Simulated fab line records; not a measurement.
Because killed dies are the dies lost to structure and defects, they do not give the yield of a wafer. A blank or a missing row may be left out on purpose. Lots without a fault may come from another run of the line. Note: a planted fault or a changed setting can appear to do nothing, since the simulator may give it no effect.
Matching of chambers | flow n5_finfet | 4 sister chambers for N5_BEOL_M9_ETCH_62 on rie_diel-02
The step etches SOC in N2/H2, target depth 110 nm, overetch 22 nm, time 165 s. 18 wafers are shown with their chamber, then 9 later ones without.

## WAFERS, EACH WITH ITS CHAMBER
wafer  | chamber | drypump_motor_current_A (A) | showerhead_plenum_p_Torr (Torr) | throttle_valve_pct (%)
L074.2 | 1       | 6.0                         | 2.45                            | 18.19
L074.3 | 2       | 6.3                         | 2.64                            | 17.95
L074.5 | 1       | 6.1                         | 2.45                            | 18.20
L075.1 | 0       | 5.8                         | 2.51                            | 18.04
L075.3 | 2       | 6.3                         | 2.63                            | 17.96
L075.5 | 3       | 5.9                         | 2.51                            | 17.76
L079.1 | 1       | 6.0                         | 2.45                            | 18.21
L079.2 | 3       | 5.9                         | 2.51                            | 17.78
L079.5 | 0       | 5.8                         | 2.51                            | 18.04
L080.2 | 1       | 6.1                         | 2.45                            | 18.22
L080.3 | 0       | 5.8                         | 2.51                            | 18.06
L080.4 | 2       | 6.3                         | 2.63                            | 17.96
L084.2 | 3       | 5.9                         | 2.50                            | 17.80
L084.5 | 0       | 5.8                         | 2.50                            | 18.07
L084.6 | 1       | 6.0                         | 2.45                            | 18.23
L086.2 | 1       | 6.0                         | 2.44                            | 18.24
L086.4 | 1       | 6.0                         | 2.44                            | 18.22
L086.6 | 2       | 6.3                         | 2.63                            | 17.99

SIGNATURES (averages over the wafers above)
reading                  | chamber 0 | chamber 1 | chamber 2 | chamber 3 | scatter within a chamber
drypump_motor_current_A  | 5.800     | 6.029     | 6.300     | 5.900     | 0.0319
showerhead_plenum_p_Torr | 2.5075    | 2.4471    | 2.6325    | 2.5067    | 0.00507
throttle_valve_pct       | 18.0525   | 18.2157   | 17.9650   | 17.7800   | 0.0172
Rule: a wafer's distance from a chamber is the root of the sum, over the readings, of the square of ((its reading less the chamber's mean) divided by the reading's scatter). The wafer belongs to the nearest chamber; if the next one is less than 2 further off, it can't be placed. The scatter: the root of (the sum of the squares of (reading less its chamber's mean) over the shown wafers, divided by (wafers less chambers)).

## WAFERS WHOSE CHAMBER IS MISSING
wafer  | drypump_motor_current_A (A) | showerhead_plenum_p_Torr (Torr) | throttle_valve_pct (%)
L092.1 | 6.0                         | 2.44                            | 18.29
L092.2 | 5.8                         | 2.50                            | 17.40
L092.5 | 6.0                         | 2.44                            | 18.28
L095.1 | 6.0                         | 2.43                            | 18.30
L095.2 | 6.2                         | 2.61                            | 18.04
L095.3 | 5.8                         | 2.49                            | 18.09
L095.4 | 6.3                         | 2.61                            | 18.03
L095.5 | 5.8                         | 2.49                            | 18.09
L095.6 | 6.0                         | 2.43                            | 18.29

## EACH ONE'S CHAMBER
wafer  | from the rows above | in truth
L092.1 | 1                   | 1
L092.2 | 3                   | 3
L092.5 | 1                   | 1
L095.1 | 1                   | 1
L095.2 | 2                   | 2
L095.3 | 0                   | 0
L095.4 | 2                   | 2
L095.5 | 0                   | 0
L095.6 | 1                   | 1
Correct placement for 9 of the 9. Number that these rows cannot place: 0. Number placed wrongly: 0.
